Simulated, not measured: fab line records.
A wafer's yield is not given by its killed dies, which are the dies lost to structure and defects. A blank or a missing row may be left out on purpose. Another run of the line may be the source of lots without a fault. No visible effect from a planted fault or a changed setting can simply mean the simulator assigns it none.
A sampling plan put to the test / flow nand-harc / one fab line, 38 faults that these records tell of, each judged on the records of the lots that it struck
The plan is the line's own looks: the steps of the route at which a gauge or an inspection reads the wafer and doesn't change it. Where struck wafers have a number at a look and the file lists that look's usual mean and standard deviation on fault-free wafers, the look can be judged. Caught: a look later than the fault's first step finds the struck wafers' mean 4 or more of those standard deviations (sigma) from the usual mean. On the tool: the fault's steps, tested the same way using the tool's own readings. Another recipe on the struck wafers, or a record that is blank for them alone, also counts as caught.

THE FAULTS, as the simulator had put them in
1. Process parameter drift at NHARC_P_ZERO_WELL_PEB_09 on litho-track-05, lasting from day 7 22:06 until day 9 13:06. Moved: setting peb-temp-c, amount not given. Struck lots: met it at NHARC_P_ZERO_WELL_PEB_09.
2. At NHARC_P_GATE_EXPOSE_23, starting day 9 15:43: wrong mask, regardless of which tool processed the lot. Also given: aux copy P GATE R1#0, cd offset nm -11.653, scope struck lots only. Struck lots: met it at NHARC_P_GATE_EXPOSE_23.
3. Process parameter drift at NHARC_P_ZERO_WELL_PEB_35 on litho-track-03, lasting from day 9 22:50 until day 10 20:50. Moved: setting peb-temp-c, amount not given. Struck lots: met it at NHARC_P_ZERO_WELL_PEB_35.
4. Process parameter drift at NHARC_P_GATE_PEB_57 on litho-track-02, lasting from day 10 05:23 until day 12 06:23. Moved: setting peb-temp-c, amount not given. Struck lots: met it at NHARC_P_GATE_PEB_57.
5. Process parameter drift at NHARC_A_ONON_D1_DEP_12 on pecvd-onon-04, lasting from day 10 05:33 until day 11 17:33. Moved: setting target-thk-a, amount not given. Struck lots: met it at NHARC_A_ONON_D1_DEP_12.
6. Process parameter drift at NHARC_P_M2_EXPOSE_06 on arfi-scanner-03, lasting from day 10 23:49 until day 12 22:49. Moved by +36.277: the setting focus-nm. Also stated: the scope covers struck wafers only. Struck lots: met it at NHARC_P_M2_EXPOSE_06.
7. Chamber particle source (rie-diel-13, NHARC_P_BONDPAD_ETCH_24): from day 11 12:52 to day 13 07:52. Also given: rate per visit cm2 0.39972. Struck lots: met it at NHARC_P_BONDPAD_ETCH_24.
8. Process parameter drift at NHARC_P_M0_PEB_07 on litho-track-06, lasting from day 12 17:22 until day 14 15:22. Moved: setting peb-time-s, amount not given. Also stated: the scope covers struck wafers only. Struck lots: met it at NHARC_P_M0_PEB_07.
9. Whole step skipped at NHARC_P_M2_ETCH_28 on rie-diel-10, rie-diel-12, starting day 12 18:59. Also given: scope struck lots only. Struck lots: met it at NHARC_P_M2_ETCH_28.
10. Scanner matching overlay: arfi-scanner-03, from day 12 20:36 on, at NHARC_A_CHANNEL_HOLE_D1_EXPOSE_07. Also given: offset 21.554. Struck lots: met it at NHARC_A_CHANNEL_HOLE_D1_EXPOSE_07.
11. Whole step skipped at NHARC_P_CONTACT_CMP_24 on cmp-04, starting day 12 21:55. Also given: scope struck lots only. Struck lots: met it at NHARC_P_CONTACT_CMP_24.
12. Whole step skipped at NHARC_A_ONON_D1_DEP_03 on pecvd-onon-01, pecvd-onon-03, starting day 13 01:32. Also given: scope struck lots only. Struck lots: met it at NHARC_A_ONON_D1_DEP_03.
13. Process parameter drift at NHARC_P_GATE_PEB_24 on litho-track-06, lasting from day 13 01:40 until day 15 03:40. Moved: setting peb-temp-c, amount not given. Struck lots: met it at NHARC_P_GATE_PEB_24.
14. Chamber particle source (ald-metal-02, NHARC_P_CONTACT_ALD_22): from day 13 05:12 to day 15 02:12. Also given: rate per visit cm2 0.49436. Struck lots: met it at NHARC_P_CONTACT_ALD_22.
15. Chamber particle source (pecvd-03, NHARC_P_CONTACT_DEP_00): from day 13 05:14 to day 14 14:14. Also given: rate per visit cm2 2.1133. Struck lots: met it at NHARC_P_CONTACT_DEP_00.
16. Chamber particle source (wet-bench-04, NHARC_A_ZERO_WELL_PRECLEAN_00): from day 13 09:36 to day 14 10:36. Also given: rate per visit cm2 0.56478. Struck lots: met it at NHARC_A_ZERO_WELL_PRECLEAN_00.
17. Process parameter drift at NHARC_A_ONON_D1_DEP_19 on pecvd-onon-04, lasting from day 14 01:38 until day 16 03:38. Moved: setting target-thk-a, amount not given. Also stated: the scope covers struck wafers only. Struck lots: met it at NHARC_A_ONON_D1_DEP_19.
18. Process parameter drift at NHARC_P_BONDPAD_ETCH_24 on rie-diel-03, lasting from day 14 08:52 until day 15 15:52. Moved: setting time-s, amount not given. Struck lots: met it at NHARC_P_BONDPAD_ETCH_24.
19. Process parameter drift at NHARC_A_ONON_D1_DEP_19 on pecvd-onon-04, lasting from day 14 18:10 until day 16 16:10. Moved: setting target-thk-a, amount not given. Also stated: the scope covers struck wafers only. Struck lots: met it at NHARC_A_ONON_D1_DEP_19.
20. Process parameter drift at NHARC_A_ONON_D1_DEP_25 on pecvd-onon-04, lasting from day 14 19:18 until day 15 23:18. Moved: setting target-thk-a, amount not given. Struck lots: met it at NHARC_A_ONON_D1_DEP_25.
21. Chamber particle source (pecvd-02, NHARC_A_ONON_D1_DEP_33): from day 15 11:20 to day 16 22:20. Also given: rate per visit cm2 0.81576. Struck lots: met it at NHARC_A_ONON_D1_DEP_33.
22. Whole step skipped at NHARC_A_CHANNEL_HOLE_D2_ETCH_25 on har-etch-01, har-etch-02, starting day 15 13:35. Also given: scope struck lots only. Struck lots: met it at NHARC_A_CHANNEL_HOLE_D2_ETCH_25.
23. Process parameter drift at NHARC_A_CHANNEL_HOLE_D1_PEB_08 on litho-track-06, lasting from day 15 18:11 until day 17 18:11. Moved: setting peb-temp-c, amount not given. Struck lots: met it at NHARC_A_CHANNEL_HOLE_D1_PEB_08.
24. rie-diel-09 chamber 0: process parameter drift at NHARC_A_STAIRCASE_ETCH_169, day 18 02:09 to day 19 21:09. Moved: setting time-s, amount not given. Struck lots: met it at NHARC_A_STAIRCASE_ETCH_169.
25. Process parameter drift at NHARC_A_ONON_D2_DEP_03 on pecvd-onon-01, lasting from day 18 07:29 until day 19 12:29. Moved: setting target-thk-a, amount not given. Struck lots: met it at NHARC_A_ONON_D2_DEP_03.
26. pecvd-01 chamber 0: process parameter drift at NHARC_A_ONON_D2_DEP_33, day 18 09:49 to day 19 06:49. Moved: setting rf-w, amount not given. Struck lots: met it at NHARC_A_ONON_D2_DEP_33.
27. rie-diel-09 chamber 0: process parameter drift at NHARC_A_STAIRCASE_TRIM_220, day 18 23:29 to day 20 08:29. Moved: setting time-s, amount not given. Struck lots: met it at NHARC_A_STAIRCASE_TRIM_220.
28. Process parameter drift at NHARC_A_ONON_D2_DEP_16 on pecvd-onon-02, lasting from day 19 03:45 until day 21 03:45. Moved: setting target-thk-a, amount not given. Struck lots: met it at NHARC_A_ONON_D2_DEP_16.
29. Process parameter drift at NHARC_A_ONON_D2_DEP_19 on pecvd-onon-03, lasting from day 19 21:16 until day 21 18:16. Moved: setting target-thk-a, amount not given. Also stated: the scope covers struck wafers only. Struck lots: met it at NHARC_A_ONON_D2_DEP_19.
30. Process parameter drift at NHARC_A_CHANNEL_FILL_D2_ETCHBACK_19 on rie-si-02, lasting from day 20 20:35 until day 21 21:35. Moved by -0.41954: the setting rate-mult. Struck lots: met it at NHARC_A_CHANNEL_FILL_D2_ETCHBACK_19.
31. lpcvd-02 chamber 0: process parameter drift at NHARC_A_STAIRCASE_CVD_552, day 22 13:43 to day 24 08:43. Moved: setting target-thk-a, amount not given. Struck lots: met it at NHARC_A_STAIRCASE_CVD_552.
32. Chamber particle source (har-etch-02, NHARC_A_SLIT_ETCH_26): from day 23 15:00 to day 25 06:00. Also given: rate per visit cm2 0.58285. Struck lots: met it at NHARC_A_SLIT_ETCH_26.
33. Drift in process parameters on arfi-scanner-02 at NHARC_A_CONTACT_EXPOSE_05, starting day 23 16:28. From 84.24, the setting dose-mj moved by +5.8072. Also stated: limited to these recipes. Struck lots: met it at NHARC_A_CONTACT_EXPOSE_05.
34. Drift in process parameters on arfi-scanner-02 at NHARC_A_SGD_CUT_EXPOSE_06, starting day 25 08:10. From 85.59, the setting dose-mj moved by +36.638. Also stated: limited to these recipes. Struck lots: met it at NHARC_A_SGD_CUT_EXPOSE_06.
35. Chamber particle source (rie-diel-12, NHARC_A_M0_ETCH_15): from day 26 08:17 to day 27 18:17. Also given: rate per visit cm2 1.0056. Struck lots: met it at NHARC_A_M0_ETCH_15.
36. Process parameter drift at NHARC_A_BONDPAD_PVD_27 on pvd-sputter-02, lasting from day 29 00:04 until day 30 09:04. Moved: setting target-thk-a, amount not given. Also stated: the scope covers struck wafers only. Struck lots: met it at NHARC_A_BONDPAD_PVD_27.
37. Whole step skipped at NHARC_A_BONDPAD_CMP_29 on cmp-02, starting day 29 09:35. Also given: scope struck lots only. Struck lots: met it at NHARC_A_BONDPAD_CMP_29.
38. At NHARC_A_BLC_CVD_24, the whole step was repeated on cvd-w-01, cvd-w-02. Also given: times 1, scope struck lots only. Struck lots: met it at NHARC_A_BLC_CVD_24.

WHAT THE PLAN SAW
fault=1; on the tool itself=plate-temp-C +37 sigma; first look that catches it=NHARC_P_ZERO_WELL_CD_MEAS_11; reading, sigma=cd-nm +11; median hours from its first step to that look=0.1; hours from the fault's start to the first struck lot there=15; judged looks passed uncaught=0
fault=2; on the tool itself=under 2 sigma; first look that catches it=NHARC_P_GATE_CD_MEAS_26; reading, sigma=cd-nm -20; median hours from its first step to that look=0.1; hours from the fault's start to the first struck lot there=3; judged looks passed uncaught=0
fault=3; on the tool itself=plate-temp-C -28 sigma; first look that catches it=none of the 3 looks that can be judged after it; reading, sigma=strongest: cd-nm at NHARC_P_ZERO_WELL_CD_MEAS_37, -3.9; median hours from its first step to that look=-; hours from the fault's start to the first struck lot there=-; judged looks passed uncaught=3
fault=4; on the tool itself=plate-temp-C -28 sigma; first look that catches it=not the one look that can be judged after it; reading, sigma=strongest: cd-nm at NHARC_P_GATE_CD_MEAS_59, -3.7; median hours from its first step to that look=-; hours from the fault's start to the first struck lot there=-; judged looks passed uncaught=1
fault=5; on the tool itself=no reading that can be judged; first look that catches it=NHARC_A_ONON_D1_THK_MEAS_14; reading, sigma=thk-nm +64; median hours from its first step to that look=0.5; hours from the fault's start to the first struck lot there=22; judged looks passed uncaught=0
fault=6; on the tool itself=no reading that can be judged; first look that catches it=none of the 3 looks that can be judged after it; reading, sigma=strongest: cd-nm at NHARC_P_M2_CD_MEAS_09, +3.2; median hours from its first step to that look=-; hours from the fault's start to the first struck lot there=-; judged looks passed uncaught=3
fault=7; on the tool itself=under 2 sigma; first look that catches it=NHARC_END_SORT_01; reading, sigma=killed-at-periphery +24; median hours from its first step to that look=421.6; hours from the fault's start to the first struck lot there=425; judged looks passed uncaught=0
fault=8; on the tool itself=no reading that can be judged; first look that catches it=NHARC_P_M0_CD_MEAS_09; reading, sigma=cd-nm +5.1; median hours from its first step to that look=0.1; hours from the fault's start to the first struck lot there=44; judged looks passed uncaught=0
fault=9; on the tool itself=the tool's record is blank for the struck wafers; first look that catches it=NHARC_END_SORT_01; reading, sigma=killed-at-periphery +99 or beyond; median hours from its first step to that look=423.2; hours from the fault's start to the first struck lot there=424; judged looks passed uncaught=0
fault=10; on the tool itself=under 2 sigma; first look that catches it=NHARC_A_CHANNEL_HOLE_D1_OVL_MEAS_11; reading, sigma=overlay-x-nm +26; median hours from its first step to that look=0.2; hours from the fault's start to the first struck lot there=26; judged looks passed uncaught=0
fault=11; on the tool itself=the tool's record is blank for the struck wafers; first look that catches it=NHARC_P_CONTACT_INSPECT_27; reading, sigma=raw-defect-count +21; median hours from its first step to that look=0.4; hours from the fault's start to the first struck lot there=1; judged looks passed uncaught=0
fault=12; on the tool itself=the tool's record is blank for the struck wafers; first look that catches it=NHARC_END_SORT_01; reading, sigma=killed-at-array +34; median hours from its first step to that look=400.8; hours from the fault's start to the first struck lot there=403; judged looks passed uncaught=0
fault=13; on the tool itself=plate-temp-C -29 sigma; first look that catches it=NHARC_P_GATE_CD_MEAS_26; reading, sigma=cd-nm +29; median hours from its first step to that look=0.1; hours from the fault's start to the first struck lot there=11; judged looks passed uncaught=0
fault=14; on the tool itself=under 2 sigma; first look that catches it=NHARC_END_SORT_01; reading, sigma=killed-at-periphery +28; median hours from its first step to that look=439.4; hours from the fault's start to the first struck lot there=440; judged looks passed uncaught=0
fault=15; on the tool itself=under 2 sigma; first look that catches it=NHARC_END_SORT_01; reading, sigma=killed-at-periphery +42; median hours from its first step to that look=443.7; hours from the fault's start to the first struck lot there=447; judged looks passed uncaught=0
fault=16; on the tool itself=no reading that can be judged; first look that catches it=NHARC_A_ZERO_WELL_INSPECT_17; reading, sigma=raw-defect-count +56; median hours from its first step to that look=2.2; hours from the fault's start to the first struck lot there=9; judged looks passed uncaught=0
fault=17; on the tool itself=no reading that can be judged; first look that catches it=NHARC_A_ONON_D1_THK_MEAS_21; reading, sigma=thk-nm -58; median hours from its first step to that look=0.5; hours from the fault's start to the first struck lot there=12; judged looks passed uncaught=0
fault=18; on the tool itself=run-length-s -76 sigma; first look that catches it=NHARC_END_SORT_01; reading, sigma=killed-at-periphery +99 or beyond; median hours from its first step to that look=423.9; hours from the fault's start to the first struck lot there=443; judged looks passed uncaught=0
fault=19; on the tool itself=no reading that can be judged; first look that catches it=NHARC_A_ONON_D1_THK_MEAS_21; reading, sigma=thk-nm -30; median hours from its first step to that look=0.5; hours from the fault's start to the first struck lot there=6; judged looks passed uncaught=0
fault=20; on the tool itself=no reading that can be judged; first look that catches it=NHARC_A_ONON_D1_THK_MEAS_27; reading, sigma=thk-nm +20; median hours from its first step to that look=0.5; hours from the fault's start to the first struck lot there=6; judged looks passed uncaught=0
fault=21; on the tool itself=under 2 sigma; first look that catches it=NHARC_A_ONON_D1_INSPECT_32; reading, sigma=raw-defect-count +20; median hours from its first step to that look=0.5; hours from the fault's start to the first struck lot there=10; judged looks passed uncaught=0
fault=22; on the tool itself=the tool's record is blank for the struck wafers; first look that catches it=NHARC_A_CHANNEL_HOLE_D2_CD_MEAS_31; reading, sigma=cd-nm -63; median hours from its first step to that look=2.5; hours from the fault's start to the first struck lot there=3; judged looks passed uncaught=0
fault=23; on the tool itself=plate-temp-C +33 sigma; first look that catches it=NHARC_A_CHANNEL_HOLE_D1_CD_MEAS_10; reading, sigma=cd-nm +19; median hours from its first step to that look=0.1; hours from the fault's start to the first struck lot there=13; judged looks passed uncaught=0
fault=24; on the tool itself=run-length-s -99 or beyond sigma; first look that catches it=NHARC_END_SORT_01; reading, sigma=killed-at-array +34; median hours from its first step to that look=226.8; hours from the fault's start to the first struck lot there=248; judged looks passed uncaught=0
fault=25; on the tool itself=under 2 sigma; first look that catches it=NHARC_END_SORT_01; reading, sigma=killed-at-array +6.9; median hours from its first step to that look=283.5; hours from the fault's start to the first struck lot there=291; judged looks passed uncaught=1
fault=26; on the tool itself=rf-fwd-power-W +99 or beyond sigma; first look that catches it=NHARC_A_ONON_D2_THK_MEAS_34; reading, sigma=thk-nm +6.4; median hours from its first step to that look=0.4; hours from the fault's start to the first struck lot there=4; judged looks passed uncaught=0
fault=27; on the tool itself=run-length-s -99 or beyond sigma; first look that catches it=NHARC_END_SORT_01; reading, sigma=killed-at-array +23; median hours from its first step to that look=214.7; hours from the fault's start to the first struck lot there=222; judged looks passed uncaught=0
fault=28; on the tool itself=under 2 sigma; first look that catches it=NHARC_A_ONON_D2_THK_MEAS_18; reading, sigma=thk-nm +58; median hours from its first step to that look=0.5; hours from the fault's start to the first struck lot there=5; judged looks passed uncaught=0
fault=29; on the tool itself=no reading that can be judged; first look that catches it=NHARC_A_ONON_D2_THK_MEAS_21; reading, sigma=thk-nm +56; median hours from its first step to that look=0.5; hours from the fault's start to the first struck lot there=13; judged looks passed uncaught=0
fault=30; on the tool itself=oes-product-au -23 sigma; first look that catches it=NHARC_END_SORT_01; reading, sigma=killed-at-array +32; median hours from its first step to that look=229.1; hours from the fault's start to the first struck lot there=238; judged looks passed uncaught=0
fault=31; on the tool itself=under 2 sigma; first look that catches it=NHARC_END_SORT_01; reading, sigma=killed-dies +27; median hours from its first step to that look=167.7; hours from the fault's start to the first struck lot there=190; judged looks passed uncaught=0
fault=32; on the tool itself=under 2 sigma; first look that catches it=NHARC_A_SIN_REMOVE_INSPECT_04; reading, sigma=raw-defect-count +4.5; median hours from its first step to that look=7.8; hours from the fault's start to the first struck lot there=13; judged looks passed uncaught=0
fault=33; on the tool itself=exposure-dose-mJ-cm2 +51 sigma; first look that catches it=NHARC_A_CONTACT_CD_MEAS_08; reading, sigma=cd-nm +6.7; median hours from its first step to that look=0.1; hours from the fault's start to the first struck lot there=8; judged looks passed uncaught=0
fault=34; on the tool itself=exposure-dose-mJ-cm2 +99 or beyond sigma; first look that catches it=NHARC_A_SGD_CUT_CD_MEAS_09; reading, sigma=cd-nm +47; median hours from its first step to that look=0.1; hours from the fault's start to the first struck lot there=5; judged looks passed uncaught=0
fault=35; on the tool itself=under 2 sigma; first look that catches it=NHARC_END_SORT_01; reading, sigma=killed-at-array +4.1; median hours from its first step to that look=55.4; hours from the fault's start to the first struck lot there=52; judged looks passed uncaught=0
fault=36; on the tool itself=under 2 sigma; first look that catches it=NHARC_END_SORT_01; reading, sigma=defect-limited-yield -34; median hours from its first step to that look=35.9; hours from the fault's start to the first struck lot there=45; judged looks passed uncaught=0
fault=37; on the tool itself=the tool's record is blank for the struck wafers; first look that catches it=NHARC_A_BONDPAD_THK_MEAS_30; reading, sigma=thk-nm +31; median hours from its first step to that look=0.2; hours from the fault's start to the first struck lot there=2; judged looks passed uncaught=0
fault=38; on the tool itself=under 2 sigma; first look that catches it=no look after it can be judged; reading, sigma=-; median hours from its first step to that look=-; hours from the fault's start to the first struck lot there=-; judged looks passed uncaught=0
A dash: the fault isn't caught, or these records don't give the number.

Caught at a look: 34 of 38. Caught on the tool: 17 of 38. By one or the other: 36 of 38.
Faults 3, 4 were caught on the tool alone.
Caught at a look alone: faults 2, 5, 7, 8, 10, 14, 15, 16, 17, 19, 20, 21, 25, 28, 29, 31, 32, 35, 36.
Caught by neither: faults 6, 38.

THINNER SAMPLING
If the look that catches a fault measured only every second or every third lot, by lot number, the first struck lot would be measured this late in the worst case:
fault=1; struck lots at that look, in order of time=L809, L811; every lot=15 h; every second lot=may miss all 2; every third lot=may miss all 2
fault=2; struck lots at that look, in order of time=L572; every lot=3 h; every second lot=may miss it; every third lot=may miss it
fault=5; struck lots at that look, in order of time=L536; every lot=22 h; every second lot=may miss it; every third lot=may miss it
fault=7; struck lots at that look, in order of time=L457, L460, L459; every lot=425 h; every second lot=454 h; every third lot=may miss all 3
fault=8; struck lots at that look, in order of time=L939; every lot=44 h; every second lot=may miss it; every third lot=may miss it
fault=9; struck lots at that look, in order of time=L554, L555; every lot=424 h; every second lot=431 h; every third lot=may miss all 2
fault=10; struck lots at that look, in order of time=L793, L795, L794; every lot=26 h; every second lot=48 h; every third lot=48 h
fault=11; struck lots at that look, in order of time=L699, L700; every lot=1 h; every second lot=16 h; every third lot=may miss all 2
fault=12; struck lots at that look, in order of time=L651, L653, L652; every lot=403 h; every second lot=426 h; every third lot=426 h
fault=13; struck lots at that look, in order of time=L830, L831; every lot=11 h; every second lot=12 h; every third lot=may miss all 2
fault=14; struck lots at that look, in order of time=L842, L844; every lot=440 h; every second lot=may miss all 2; every third lot=may miss all 2
fault=15; struck lots at that look, in order of time=L636, L638, L637; every lot=447 h; every second lot=472 h; every third lot=472 h
fault=16; struck lots at that look, in order of time=L308, L309; every lot=9 h; every second lot=24 h; every third lot=may miss all 2
fault=17; struck lots at that look, in order of time=L796, L798, L799; every lot=12 h; every second lot=41 h; every third lot=may miss all 3
fault=18; struck lots at that look, in order of time=L909, L910; every lot=443 h; every second lot=451 h; every third lot=may miss all 2
fault=19; struck lots at that look, in order of time=L973, L974, L977; every lot=6 h; every second lot=25 h; every third lot=may miss all 3
fault=20; struck lots at that look, in order of time=L417, L418; every lot=6 h; every second lot=25 h; every third lot=may miss all 2
fault=21; struck lots at that look, in order of time=L499, L502; every lot=10 h; every second lot=30 h; every third lot=may miss all 2
fault=22; struck lots at that look, in order of time=L107, L109; every lot=3 h; every second lot=may miss all 2; every third lot=may miss all 2
fault=23; struck lots at that look, in order of time=L152, L154; every lot=13 h; every second lot=may miss all 2; every third lot=may miss all 2
fault=24; struck lots at that look, in order of time=L319; every lot=248 h; every second lot=may miss it; every third lot=may miss it
fault=25; struck lots at that look, in order of time=L305, L303; every lot=291 h; every second lot=may miss all 2; every third lot=may miss all 2
fault=26; struck lots at that look, in order of time=L124, L126; every lot=4 h; every second lot=may miss all 2; every third lot=may miss all 2
fault=27; struck lots at that look, in order of time=L264; every lot=222 h; every second lot=may miss it; every third lot=may miss it
fault=28; struck lots at that look, in order of time=L298, L301, L302; every lot=5 h; every second lot=35 h; every third lot=may miss all 3
fault=29; struck lots at that look, in order of time=L330, L331, L333; every lot=13 h; every second lot=18 h; every third lot=may miss all 3
fault=30; struck lots at that look, in order of time=L130, L128; every lot=238 h; every second lot=may miss all 2; every third lot=may miss all 2
fault=31; struck lots at that look, in order of time=L664; every lot=190 h; every second lot=may miss it; every third lot=may miss it
fault=32; struck lots at that look, in order of time=L423, L425; every lot=13 h; every second lot=may miss all 2; every third lot=may miss all 2
fault=33; struck lots at that look, in order of time=L983, L985, L986, L989; every lot=8 h; every second lot=53 h; every third lot=may miss all 4
fault=34; struck lots at that look, in order of time=L116, L118, L119; every lot=5 h; every second lot=53 h; every third lot=may miss all 3
fault=35; struck lots at that look, in order of time=L441, L440, L443; every lot=52 h; every second lot=61 h; every third lot=may miss all 3
fault=36; struck lots at that look, in order of time=L447; every lot=45 h; every second lot=may miss it; every third lot=may miss it
fault=37; struck lots at that look, in order of time=L314, L318; every lot=2 h; every second lot=may miss all 2; every third lot=may miss all 2
The hour figures run from when the fault began to the first measured lot among those it struck. 4 sigma limit: tested on the pooled struck wafers, so a lone lot may be under it. Other struck lots may not be in these records.

THE LONGEST TIMED WAY FROM STEP TO LOOK
For fault 15, NHARC_P_CONTACT_DEP_00 and NHARC_END_SORT_01 are separated by a median of 443.7 hours. No look between them can be judged.
